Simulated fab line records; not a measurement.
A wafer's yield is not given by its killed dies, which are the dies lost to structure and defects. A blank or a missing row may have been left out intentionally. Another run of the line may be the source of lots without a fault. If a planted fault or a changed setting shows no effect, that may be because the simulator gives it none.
Split-lot trial :: flow n5Finfet :: on a route of 1938 steps: 7 lots, 39 wafers read

THE SPLIT
At N5_SD_EPI_N_ETCH_35 (etches SOC in N2/H2, overetch 108 nm, time 486 s), the setting sourceW was moved away from the recipe's 3000 W on 15 of the 39 wafers read, by -17.2% to +13.9%. All remaining wafers had this setting at the recipe value.

The split's own step is where the reading is taken.

THE READING
rfVppV, in V, at N5_SD_EPI_N_ETCH_35 (etches SOC in N2/H2, overetch 108 nm, time 486 s). Typical for fault-free wafers on this fab line: 240.9 V, with standard deviation 1.6 V.

wafer: L074.3
tool, chamber at the split: rieDiel-03, 1
sourceW as run, W: 3000
against the recipe: recipe
rfVppV, V: 243.4
against lot-mates on the recipe: -

wafer: L074.4
tool, chamber at the split: rieDiel-03, 2
sourceW as run, W: 3000
against the recipe: recipe
rfVppV, V: 239.2
against lot-mates on the recipe: -

wafer: L074.5
tool, chamber at the split: rieDiel-03, 0
sourceW as run, W: 3000
against the recipe: recipe
rfVppV, V: 239.1
against lot-mates on the recipe: -

wafer: L076.1
tool, chamber at the split: rieDiel-03, 3
sourceW as run, W: 3000
against the recipe: recipe
rfVppV, V: 241.5
against lot-mates on the recipe: -

wafer: L076.2
tool, chamber at the split: rieDiel-03, 2
sourceW as run, W: 3000
against the recipe: recipe
rfVppV, V: 239.0
against lot-mates on the recipe: -

wafer: L076.3
tool, chamber at the split: rieDiel-03, 1
sourceW as run, W: 3333
against the recipe: +11.1%
rfVppV, V: 234.5
against lot-mates on the recipe: -6.1

wafer: L076.4
tool, chamber at the split: rieDiel-03, 0
sourceW as run, W: 3000
against the recipe: recipe
rfVppV, V: 241.2
against lot-mates on the recipe: -

wafer: L076.5
tool, chamber at the split: rieDiel-03, 3
sourceW as run, W: 3333
against the recipe: +11.1%
rfVppV, V: 234.4
against lot-mates on the recipe: -6.2

wafer: L076.6
tool, chamber at the split: rieDiel-03, 2
sourceW as run, W: 3333
against the recipe: +11.1%
rfVppV, V: 231.9
against lot-mates on the recipe: -8.7

wafer: L077.1
tool, chamber at the split: rieDiel-04, 2
sourceW as run, W: 3397
against the recipe: +13.2%
rfVppV, V: 230.0
against lot-mates on the recipe: -9.6

wafer: L077.2
tool, chamber at the split: rieDiel-04, 0
sourceW as run, W: 3397
against the recipe: +13.2%
rfVppV, V: 230.8
against lot-mates on the recipe: -8.8

wafer: L077.3
tool, chamber at the split: rieDiel-04, 1
sourceW as run, W: 3000
against the recipe: recipe
rfVppV, V: 239.7
against lot-mates on the recipe: -

wafer: L077.4
tool, chamber at the split: rieDiel-04, 3
sourceW as run, W: 3397
against the recipe: +13.2%
rfVppV, V: 228.8
against lot-mates on the recipe: -10.8

wafer: L077.5
tool, chamber at the split: rieDiel-04, 2
sourceW as run, W: 3000
against the recipe: recipe
rfVppV, V: 241.2
against lot-mates on the recipe: -

wafer: L077.6
tool, chamber at the split: rieDiel-04, 3
sourceW as run, W: 3000
against the recipe: recipe
rfVppV, V: 238.0
against lot-mates on the recipe: -

wafer: L079.1
tool, chamber at the split: rieDiel-01, 0
sourceW as run, W: 2676
against the recipe: -10.8%
rfVppV, V: 251.2
against lot-mates on the recipe: +10.0

wafer: L079.2
tool, chamber at the split: rieDiel-01, 2
sourceW as run, W: 3000
against the recipe: recipe
rfVppV, V: 238.6
against lot-mates on the recipe: -

wafer: L079.3
tool, chamber at the split: rieDiel-01, 1
sourceW as run, W: 2676
against the recipe: -10.8%
rfVppV, V: 251.6
against lot-mates on the recipe: +10.4

wafer: L079.4
tool, chamber at the split: rieDiel-01, 1
sourceW as run, W: 3000
against the recipe: recipe
rfVppV, V: 243.1
against lot-mates on the recipe: -

wafer: L079.5
tool, chamber at the split: rieDiel-01, 2
sourceW as run, W: 2676
against the recipe: -10.8%
rfVppV, V: 248.2
against lot-mates on the recipe: +7.0

wafer: L079.6
tool, chamber at the split: rieDiel-01, 0
sourceW as run, W: 3000
against the recipe: recipe
rfVppV, V: 241.9
against lot-mates on the recipe: -

wafer: L082.1
tool, chamber at the split: rieDiel-04, 2
sourceW as run, W: 3000
against the recipe: recipe
rfVppV, V: 241.4
against lot-mates on the recipe: -

wafer: L082.2
tool, chamber at the split: rieDiel-04, 0
sourceW as run, W: 3000
against the recipe: recipe
rfVppV, V: 239.3
against lot-mates on the recipe: -

wafer: L082.3
tool, chamber at the split: rieDiel-04, 3
sourceW as run, W: 2485
against the recipe: -17.2%
rfVppV, V: 256.3
against lot-mates on the recipe: +16.3

wafer: L082.4
tool, chamber at the split: rieDiel-04, 2
sourceW as run, W: 2485
against the recipe: -17.2%
rfVppV, V: 256.2
against lot-mates on the recipe: +16.2

wafer: L082.5
tool, chamber at the split: rieDiel-04, 0
sourceW as run, W: 3000
against the recipe: recipe
rfVppV, V: 239.3
against lot-mates on the recipe: -

wafer: L082.6
tool, chamber at the split: rieDiel-04, 3
sourceW as run, W: 2485
against the recipe: -17.2%
rfVppV, V: 255.7
against lot-mates on the recipe: +15.7

wafer: L094.1
tool, chamber at the split: rieDiel-03, 1
sourceW as run, W: 3000
against the recipe: recipe
rfVppV, V: 243.5
against lot-mates on the recipe: -

wafer: L094.2
tool, chamber at the split: rieDiel-03, 3
sourceW as run, W: 3000
against the recipe: recipe
rfVppV, V: 240.6
against lot-mates on the recipe: -

wafer: L094.3
tool, chamber at the split: rieDiel-03, 2
sourceW as run, W: 3000
against the recipe: recipe
rfVppV, V: 238.8
against lot-mates on the recipe: -

wafer: L094.4
tool, chamber at the split: rieDiel-03, 1
sourceW as run, W: 3416
against the recipe: +13.9%
rfVppV, V: 232.1
against lot-mates on the recipe: -8.9

wafer: L094.5
tool, chamber at the split: rieDiel-03, 3
sourceW as run, W: 3416
against the recipe: +13.9%
rfVppV, V: 231.3
against lot-mates on the recipe: -9.7

wafer: L094.6
tool, chamber at the split: rieDiel-03, 2
sourceW as run, W: 3416
against the recipe: +13.9%
rfVppV, V: 227.8
against lot-mates on the recipe: -13.2

wafer: L097.1
tool, chamber at the split: rieDiel-03, 2
sourceW as run, W: 3000
against the recipe: recipe
rfVppV, V: 240.4
against lot-mates on the recipe: -

wafer: L097.2
tool, chamber at the split: rieDiel-03, 1
sourceW as run, W: 3000
against the recipe: recipe
rfVppV, V: 242.4
against lot-mates on the recipe: -

wafer: L097.3
tool, chamber at the split: rieDiel-03, 0
sourceW as run, W: 3000
against the recipe: recipe
rfVppV, V: 240.5
against lot-mates on the recipe: -

wafer: L097.4
tool, chamber at the split: rieDiel-03, 1
sourceW as run, W: 3000
against the recipe: recipe
rfVppV, V: 243.1
against lot-mates on the recipe: -

wafer: L097.5
tool, chamber at the split: rieDiel-03, 0
sourceW as run, W: 3000
against the recipe: recipe
rfVppV, V: 238.6
against lot-mates on the recipe: -

wafer: L097.6
tool, chamber at the split: rieDiel-03, 2
sourceW as run, W: 3000
against the recipe: recipe
rfVppV, V: 240.0
against lot-mates on the recipe: -

THE FIT
A straight line over all 39 wafers: rfVppV changes by -0.816 V for each +1% of sourceW; r = -0.97; the points scatter about the line by 1.7 V.
The same after taking each lot's own level away (the mean of its wafers on the recipe; 39 wafers): -0.812 V for each +1%; r = -0.97; scatter 1.7 V.
Per that fit: largest sourceW move, reading shift of 14 V.
Across the lots, their own levels run from 239.63 to 241.20 V, a range of 1.0 times the standard deviation given above.
Consequently the slope shifts little with the lot-to-lot level, the two slopes agreeing.
Check: +14.1 V against its lot-mates is what the line predicts for one of the wafers moved furthest among these (-17.2%) when that wafer is left out of the fit. It came out at +16.3 V against them.
Tool readings at the split's step, against how far the setting was moved: rfVppV r = -0.97.

THESE WAFERS: OTHER SPLITS
Note: prior to the reading, these wafers also went through further splits. Each is held against what the fit with the lots' levels taken away leaves over:
other split on the same wafers: N5_WELL_APT_IMPLANT_14 energyKev
wafers away from the commonest value: 12
r with rfVppV (lot level and that fit taken away): -0.27

other split on the same wafers: N5_WELL_APT_EXPOSE_22 doseMj
wafers away from the commonest value: 12
r with rfVppV (lot level and that fit taken away): -0.03

other split on the same wafers: N5_DUMMY_GATE_ETCH_32 timeS
wafers away from the commonest value: 12
r with rfVppV (lot level and that fit taken away): -0.06

THE WHOLE CHAIN: every reading that the file lists as answering this split, in the file's order
step: N5_SD_EPI_N_ETCH_35
what it does: etches SOC in N2/H2, overetch 108 nm, time 486 s
reading: rfVppV
change (the file's fit): -0.807 V for each +1% of the setting
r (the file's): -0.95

step: N5_SD_EPI_N_ETCH_35
what it does: etches SOC in N2/H2, overetch 108 nm, time 486 s
reading: SD_EPI_N.cdNm (the simulator's own value, which no gauge read)
change (the file's fit): +0.18 nm for each +1% of the setting
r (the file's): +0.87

step: N5_SD_EPI_N_ETCH_35
what it does: etches SOC in N2/H2, overetch 108 nm, time 486 s
reading: SiARC_of_SD_EPI_N_COAT_33.thkNm (the simulator's own value, which no gauge read)
change (the file's fit): -0.127 nm for each +1% of the setting
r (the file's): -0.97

THE FILE'S OWN FIT
rfVppV changes by -0.807 V for each +1% of sourceW, r = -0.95.
